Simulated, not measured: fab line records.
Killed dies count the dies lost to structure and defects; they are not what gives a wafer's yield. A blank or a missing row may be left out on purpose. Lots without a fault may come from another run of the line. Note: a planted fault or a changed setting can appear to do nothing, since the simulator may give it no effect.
fab line records :: flow n5Finfet
record:
  lots: 4
  wafers: 12
  lastDay: 17
route steps=1938 shown BEOL_M0@728 BEOL_M1@751 PASSIVATION@1936
lots that met no fault: taken from a fault-free run of the same line
startH: hours from the record's first day to the start of the lot's first wafer shown :: waitH: hours from the lot's prior step to this one :: " repeats the value in the row above :: L1.1+2: a single row standing in for several wafers :: - either no value or no given start :: * or withheld: withheld :: < > ~ a bound
route shown NAME@n: NAME is a module with steps in the file, n the number in the route of the first one :: usual: mean/standard deviation taken from wafers without a fault :: same: alike in all rows :: chamber/n: place in a boat :: sites: per-site readings :: _std_site: their standard deviation :: _edge_site: outer sites' mean less inner sites' :: radiusMm: how far each site lies from the wafer's centre :: mask NAME#n: copy n :: behind: the last tool/chamber to shape the wafer :: hold: cause of the lot's hold/its duration in hours/its outcome :: device: names the non-switching transistor (n, p or np) :: end of line: tests run on the same wafers once the route is complete :: a step with no rows: only its recipe :: killed: count of dies lost to structure and defects at first sort (not the wafer's yield) :: map: a wafer's dies, marking killed ones x, the rest . and places with no die _
set.NAME: the setting that was run; set.NAME@STEP: the one run at that earlier step :: model.NAME: the simulator's own value behind a step, which no gauge read
lots at selected steps of the route; one table per step, one row per wafer
== steps ==
step: N5_BEOL_M0_SRD_111
recipe:
  timeS: 30
  tempC: 23
  rinseLiquid: diw
  dry: ipaMarangoni
step: N5_BEOL_M0_DEGAS_112
recipe:
  ambient: vacuum
  tempC: 250
  timeS: 60
step: N5_BEOL_M0_PRE_CLEAN_113
recipe:
  gas: H2/He
  timeS: 30
  tempC: 250
step: N5_BEOL_M0_ALD_136
recipe:
  material: TaN
  targetThkA: *
  tempC: 275
  aldPrecursorFamily: PDMAT
  aldCoReactant: NH3
  pressureTorr: 3
  carrierFlowSccm: 1500
  pulseTimeS: 2
  purgeTimeS: 3
  coReactantPurgeTimeS: 2
  coReactantPulseTimeS: 3
  aldCycles: 30
  precursorVesselTempC: 75
  precursorVesselPressureTorr: 26.25
  precursorVesselCarrierSccm: 1000
step: N5_BEOL_M0_SURFACE_TREAT_137
recipe:
  gas: Ar
  timeS: *
  ionEnergyEv: *
  ionCurrentMaCm2: 0.5
  pressureMtorr: *
  arFlowSccm: 30
step: N5_BEOL_M0_CVD_115
recipe:
  material: Co
  targetThkA: *
  tempC: withheld
  precursor: CCTBA/H2
  pressureTorr: 30
  timeS: 120
step: N5_BEOL_M0_SPUTTER_116
recipe:
  material: Cu
  targetThkA: 40
  tempC: -20
  chamberPressurePa: 0.07
  powerW: withheld
  timeS: 7.37
step: N5_BEOL_M0_ANNEAL_117
recipe:
  tempC: 400
  timeS: 60
  ambient: vacuum
step: N5_BEOL_M0_SPUTTER_132
recipe:
  material: Cu
  targetThkA: 40
  tempC: -20
  chamberPressurePa: 0.07
  powerW: withheld
  timeS: 7.37
step: N5_BEOL_M0_ANNEAL_133
recipe:
  tempC: 400
  timeS: 60
  ambient: vacuum
step: N5_BEOL_M0_SPUTTER_134
recipe:
  material: Cu
  targetThkA: 40
  tempC: -20
  chamberPressurePa: 0.07
  powerW: withheld
  timeS: 7.37
step: N5_BEOL_M0_ANNEAL_135
recipe:
  tempC: 400
  timeS: 60
  ambient: vacuum
step: N5_BEOL_M0_SPUTTER_141
recipe:
  material: Cu
  targetThkA: 40
  tempC: -20
  chamberPressurePa: 0.07
  powerW: withheld
  timeS: 7.37
usual:
  chuckSensorTempC: -16.3/0.46
  throttleValvePct: 29.7/0.98
lot.wafer: L337.4
tool: pvdSputter-03
chamber: -
startH: 142.14
waitH: 0.0
chuckSensorTempC: -15.3
throttleValvePct: 31.5

lot.wafer: L337.5
tool: pvdSputter-03
chamber: -
startH: 142.14
waitH: 0.0
chuckSensorTempC: -17.0
throttleValvePct: 29.8

lot.wafer: L337.6
tool: pvdSputter-03
chamber: -
startH: 142.14
waitH: 0.0
chuckSensorTempC: -16.2
throttleValvePct: 27.8

lot.wafer: L341.1
tool: pvdSputter-02
chamber: -
startH: 190.14
waitH: 0.0
chuckSensorTempC: -16.2
throttleValvePct: 28.9

lot.wafer: L341.2
tool: pvdSputter-02
chamber: -
startH: 190.14
waitH: 0.0
chuckSensorTempC: -17.4
throttleValvePct: 30.7

lot.wafer: L341.6
tool: pvdSputter-02
chamber: -
startH: 190.14
waitH: 0.0
chuckSensorTempC: -15.9
throttleValvePct: 28.2

lot.wafer: L344.1
tool: pvdSputter-02
chamber: -
startH: 195.56
waitH: 0.0
chuckSensorTempC: -15.9
throttleValvePct: 28.5

lot.wafer: L344.3
tool: pvdSputter-02
chamber: -
startH: 195.56
waitH: 0.0
chuckSensorTempC: -16.2
throttleValvePct: 28.9

lot.wafer: L344.6
tool: pvdSputter-02
chamber: -
startH: 195.56
waitH: 0.0
chuckSensorTempC: -16.4
throttleValvePct: 30.2

lot.wafer: L354.1
tool: pvdSputter-01
chamber: -
startH: 250.13
waitH: 0.0
chuckSensorTempC: -16.0
throttleValvePct: 30.1

lot.wafer: L354.3
tool: pvdSputter-01
chamber: -
startH: 250.13
waitH: 0.0
chuckSensorTempC: -16.0
throttleValvePct: 31.0

lot.wafer: L354.5
tool: pvdSputter-01
chamber: -
startH: 250.13
waitH: 0.0
chuckSensorTempC: -15.8
throttleValvePct: 28.9
step: N5_BEOL_M0_ECD_118
recipe:
  material: Cu
  targetThkA: 3000
step: N5_BEOL_M0_ANNEAL_119
recipe:
  tempC: 225
  timeS: 90
  ambient: N2
step: N5_BEOL_M0_CMP_120
recipe:
  stopOn: SiOC
  tOverpolishS: 6.9
  downForcePsi: 1
  platenRpm: 50
  clearingPlatenDownForcePsi: 1.5
  clearingPlatenRpm: 50
  postCmpClean: cuAlkaline
  clearingPlatenPadVelocityMS: 0.99484
  padVelocityMS: 0.99484
step: N5_BEOL_M0_PRE_CLEAN_131
recipe:
  gas: NH3/H2
  timeS: 15
  tempC: *
  rfPowerW: 300
step: N5_BEOL_M0_CO_CAP_123
recipe:
  material: Co
  targetThkA: 20
  tempC: 200
  precursor: CCTBA/H2
  pressureTorr: 30
  timeS: 102.1
step: N5_BEOL_M0_PRE_CLEAN_124
recipe:
  gas: NH3
  timeS: 15
  tempC: withheld
  rfPowerW: 300
step: N5_BEOL_M0_DEP_125
recipe:
  material: SiCN
  targetThkA: 80
  tempC: withheld
  precursor: 3MS/NH3
  pressureTorr: 3
  rfW: 202
  timeS: 14
step: N5_BEOL_M1_ILD_DEP_00
recipe:
  material: SiOC
  targetThkA: 790
  tempC: 350
  precursor: DEMS/O2
  pressureTorr: 5
  rfW: 500
  timeS: 15.3
step: N5_BEOL_M1_PECVD_72
recipe:
  material: SiO2
  targetThkA: 160
  tempC: 400
  precursor: TEOS/O2
  pressureTorr: 5.5
  rfW: 450
  teosFlowSccm: 53.8
  gas: O2
  flowSccm: 3000
  timeS: 18
step: N5_BEOL_M1_HM_DEP_02
recipe:
  material: TiN
  targetThkA: 200
  tempC: 25
  chamberPressurePa: 0.49996
step: N5_BEOL_M1_COAT_61
recipe:
  resist: SOC
  tempC: 250
  timeS: 60
  spinRpm: 1500
  resistThkNm: 60
step: N5_BEOL_M1_COAT_62
recipe:
  resist: SiARC
  tempC: 220
  timeS: 60
  spinRpm: 1500
  resistThkNm: 12
step: N5_BEOL_M1_COAT_73
recipe:
  resist: underlayer
  tempC: 205
  timeS: 60
  spinRpm: 1500
  resistThkNm: 5
step: N5_BEOL_M1_COAT_05
recipe:
  resist: CAR-EUV
  spinRpm: 1500
  resistThkNm: 30
step: N5_BEOL_M1_EBR_07
recipe:
  solvent: PGMEA
  ebrWidthMm: 1.5
step: N5_BEOL_M1_SOFTBAKE_06
recipe:
  tempC: 110
  timeS: 60
  resist: CAR-EUV
step: N5_BEOL_M1_EXPOSE_08
recipe:
  maskId: M1
  na: 0.33
  sourceShape: dipole
  sigmaInner: 0.369
  sigmaOuter: 0.767
  polarization: unpolarized
  doseMj: 33
step: N5_BEOL_M1_PEB_09
recipe:
  pebTempC: 100
  pebTimeS: 60
  resist: CAR-EUV
step: N5_BEOL_M1_DEVELOP_10
recipe:
  developTimeS: 30
  developer: TMAH
  resist: CAR-EUV
  rinseLiquid: surfactantRinse
  dry: airSpin
  devTempC: 23
step: N5_BEOL_M1_DESCUM_16
recipe:
  chemistry: O2
  timeS: 7
  sourcePowerW: 50
  biasPowerW: 20
  pressureMtorr: 20
  rfFrequencyHz: 2.712e+07
  tempC: 40
  resist: CAR-EUV
  o2FlowSccm: 225
step: N5_BEOL_M1_ETCH_74
recipe:
  chemistry: N2/H2
  target: underlayer
  targetDepthA: 65
  maskMaterial: CAR-EUV
  timeS: 5.2
  ionEnergyEv: 200
  pressureMtorr: 30
  sourceW: 840
  biasW: 150
  n2FlowSccm: 200
  h2FlowSccm: 200
  ends: cleared
step: N5_BEOL_M1_ETCH_63
recipe:
  chemistry: CF4
  target: SiARC
  targetDepthA: 156
  maskMaterial: CAR-EUV
  timeS: 26
  ionEnergyEv: 80
  pressureMtorr: 40
  sourceW: 545
  biasW: 36
  Ar_flow_sccm: 100
  cf4FlowSccm: 100
  ends: cleared
step: N5_PASSIVATION_PROBE_49
usual:
  defectLimitedYield: 91.2/1.5
  killed_at_M0_to_M3: 35/11
  killed_at_M4_up: 13/5.6
  killedAtContacts: 13/6.3
  killedAtFrontEnd: 38/12
  killedAtOther: 3.7/2.9
  killedDies: 104/18
  killedOpen: 69/13
  killedShort: 34/8.3
  sort_bin_5_function: 5.2/0.95
  sort_bin_6_memory: 3.3/0.68
  sortNPass: 1076/18
  sortYieldPct: 91.2/1.5
same:
  grossDies: 1180
  killedAtBackSide: 0
  sort_bin_4_leakage[%]: 0
  sort_bin_8_speed[%]: 0
lot.wafer: L341.1
tool: prober-01
chamber: -
startH: 333.56
waitH: 0.0
defectLimitedYield[%]: 80.3
killed_at_M0_to_M3: 172
killed_at_M4_up: 15
killedAtContacts: 15
killedAtFrontEnd: 25
killedAtOther: 5
killedDies: 232
killedOpen: 44
killedShort: 35
sort_bin_5_function[%]: 11.7
sort_bin_6_memory[%]: 3.9
sortNPass: 948
sortYieldPct[%]: 80.3

lot.wafer: L341.2
tool: prober-01
chamber: -
startH: 333.61
waitH: 0.1
defectLimitedYield[%]: 83.4
killed_at_M0_to_M3: 134
killed_at_M4_up: 10
killedAtContacts: 13
killedAtFrontEnd: 32
killedAtOther: 7
killedDies: 196
killedOpen: 52
killedShort: 28
sort_bin_5_function[%]: 8.7
sort_bin_6_memory[%]: 3.7
sortNPass: 984
sortYieldPct[%]: 83.4

lot.wafer: L341.6
tool: prober-01
chamber: -
startH: 333.81
waitH: 0.3
defectLimitedYield[%]: 81.4
killed_at_M0_to_M3: 158
killed_at_M4_up: 15
killedAtContacts: 11
killedAtFrontEnd: 32
killedAtOther: 3
killedDies: 219
killedOpen: 40
killedShort: 27
sort_bin_5_function[%]: 11.9
sort_bin_6_memory[%]: 2.6
sortNPass: 961
sortYieldPct[%]: 81.4

lot.wafer: L344.1
tool: prober-01
chamber: -
startH: 341.54
waitH: 0.0
defectLimitedYield[%]: 79.2
killed_at_M0_to_M3: 171
killed_at_M4_up: 11
killedAtContacts: 11
killedAtFrontEnd: 48
killedAtOther: 5
killedDies: 246
killedOpen: 67
killedShort: 32
sort_bin_5_function[%]: 11.8
sort_bin_6_memory[%]: 5.1
sortNPass: 934
sortYieldPct[%]: 79.2

lot.wafer: L344.3
tool: prober-01
chamber: -
startH: 341.64
waitH: 0.1
defectLimitedYield[%]: 78.9
killed_at_M0_to_M3: 169
killed_at_M4_up: 9
killedAtContacts: 20
killedAtFrontEnd: 50
killedAtOther: 1
killedDies: 249
killedOpen: 54
killedShort: 41
sort_bin_5_function[%]: 12.7
sort_bin_6_memory[%]: 3.9
sortNPass: 931
sortYieldPct[%]: 78.9

lot.wafer: L344.6
tool: prober-01
chamber: -
startH: 341.79
waitH: 0.3
defectLimitedYield[%]: 80.5
killed_at_M0_to_M3: 159
killed_at_M4_up: 12
killedAtContacts: 8
killedAtFrontEnd: 51
killedAtOther: 0
killedDies: 230
killedOpen: 59
killedShort: 36
sort_bin_5_function[%]: 10.8
sort_bin_6_memory[%]: 4.2
sortNPass: 950
sortYieldPct[%]: 80.5
killed by level:class
L341.1 BEOL_M0:unspecified=153 MOL_CONTACT_COAG:geometricParticle:open=10 FIN_SAQP:geometricParticle:open=7 BEOL_M0_SAQP:geometricParticle:open=6 MOL_CONTACT_COAG:geometricParticle:short=5 BEOL_M0_SAQP:geometricParticle:short=5 BEOL_M4:geometricParticle:open=4 STI_FIN_REVEAL:geometricParticle:open=3
L341.2 BEOL_M0:unspecified=116 MOL_CONTACT_COAG:geometricParticle:open=11 STI_FIN_REVEAL:geometricParticle:open=7 BEOL_M0_SAQP:geometricParticle:short=7 BEOL_M4:geometricParticle:open=7 FIN_SAQP:geometricParticle:open=5 FIN_SAQP:geometricParticle:short=5 BEOL_M0_SAQP:geometricParticle:open=5
L341.6 BEOL_M0:unspecified=150 FIN_SAQP:geometricParticle:short=10 FIN_SAQP:geometricParticle:open=9 MOL_CONTACT_COAG:geometricParticle:open=9 BEOL_M0_SAQP:geometricParticle:short=4 BEOL_M4:geometricParticle:open=4 BEOL_M7:geometricParticle:open=3 DUMMY_GATE:geometricParticle:open=2
L344.1 BEOL_M0:unspecified=146 FIN_SAQP:geometricParticle:open=17 MOL_CONTACT_COAG:geometricParticle:open=10 FIN_SAQP:geometricParticle:short=8 BEOL_M0_SAQP:geometricParticle:open=8 BEOL_M0_SAQP:geometricParticle:short=7 STI_FIN_REVEAL:geometricParticle:open=5 BEOL_M1:geometricParticle:open=5
L344.3 BEOL_M0:unspecified=154 FIN_SAQP:geometricParticle:open=20 MOL_CONTACT_COAG:geometricParticle:open=14 FIN_SAQP:geometricParticle:short=12 BEOL_M0_SAQP:geometricParticle:short=7 MOL_CONTACT_COAG:geometricParticle:short=6 STI_FIN_REVEAL:geometricParticle:open=5 BEOL_M1:geometricParticle:short=5
L344.6 BEOL_M0:unspecified=134 FIN_SAQP:geometricParticle:open=17 FIN_SAQP:geometricParticle:short=10 BEOL_M0_SAQP:geometricParticle:short=9 STI_FIN_REVEAL:geometricParticle:open=7 MOL_CONTACT_COAG:geometricParticle:open=6 GATE_CUT:geometricParticle:short=5 BEOL_M0_SAQP:geometricParticle:open=5
map L341.1 (x killed, . not)
_________________.....x......________________
______________x........x........_____________
___________........................__________
__________..........x...........x..._________
________.xxx.x.......................x_______
_______...x.xx.........................______
______xxxxxxxxxxx.................x.x..._____
_____.xx..xxxxxxx.xx.....x.........x.....____
____xxxxxxxxxxxxx.xxxx..........x..x....x.___
___..xxxxxxxxxxxxxx....x.........x.........__
___xxxxxxxxxxxxxxx.x............x..........__
__.x..xxxxxxxxxxxxx..x......................_
__...xxxxxxxxxxxxx.......xx................._
_.....xxxxxxxxxxxxx..........................
_...xxxxxxxxxxxxxx..x........................
_....xx.xxxxxxxxxx....................x.....x
_.....x.xxx.xxx.xx..x.....x..........x.......
_....xx...xx....xxxx............x............
_................x.......x......x........x...
_......x.............x......x..........x.....
_..........x...............x.................
__....x..............x............x..x...x.._
__...................x.......x........x....x_
___..x.........x...............x.......x...__
___...........................x............__
____...x.....x....x..x..x..x.......x......___
_____x.....x.............................____
______..................x......x......x._____
_______......x.........x...............______
________.......x.....x......x........x_______
__________.....x..................x._________
___________........................__________
______________......x.x...x....._____________
_________________............________________
map L344.3 (x killed, . not)
_________________..x........x________________
______________.................._____________
___________...x......x..x...x......__________
__________......x..................._________
________....x.x..............x.x......_______
_______xx...x.x................xx..x...______
______..xxxxxxxxxx..x...........x.....x._____
_____.xxxxxxxxxxx.x.........x............____
____..xxxxxxxxxxxxx..xxx..x...............___
___.xxxxxxxxxxxxxxxxx...xxx..........x.....__
___..xxxxxxxxxxxxxx.........xx..x..........__
__...xxxxxxxxxxxxxxxx......x....x..........._
__..xxxxxxxxxxxxxxx.................x......._
_.x..x.xxxxxxxxxxxxx.............x.x.x.....x.
_......xxxxxxxxxxxxx....x.x..................
_.......xxxxxxxxx......x.....................
_...x.xxxxxxxx.xxx...........................
_...x.x.x...x.xx.x.....x...x.................
_.........x.x.x...........x..................
_.x..x..........x....x.........x.............
_xx.........x............x...................
__.x.x......x....x....x...x......x..x......._
__....x..x..x..........x...................._
___x......x.....x..........................__
___...............x....xx....x....x........__
____......................................___
_____......x.x........x..........x.......____
______....x..................x.........._____
_______......x........x.x............x.______
________.......x.......x...x...x......_______
__________.........................._________
___________....x...................__________
______________.................x_____________
_________________..xx........________________
== key ==
firstSign:
  step: N5_PASSIVATION_PROBE_49
  reading: killed_at_M0_to_M3
  direction: up
  sigmas: 11
  usual: 35
  struck: 160
effect:
  step: N5_PASSIVATION_PROBE_49
  reading: killedDies
  direction: up
  sigmas: 7.1
  usual: 104
  struck: 229
moreKillsBornAt:
  N5_BEOL_M0_SPUTTER_141@pvdSputter-02: 853
metAt N5_BEOL_M0_SPUTTER_141
struckWafers L341.1,L341.2,L341.6,L344.1,L344.3,L344.6
fault:
  kind: chamberParticleSource
  tool: pvdSputter-02
  chamber: -
  onsetH: 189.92
  steps: N5_BEOL_M0_SPUTTER_141
  ratePerVisitCm2: 1.8311
  endH: 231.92
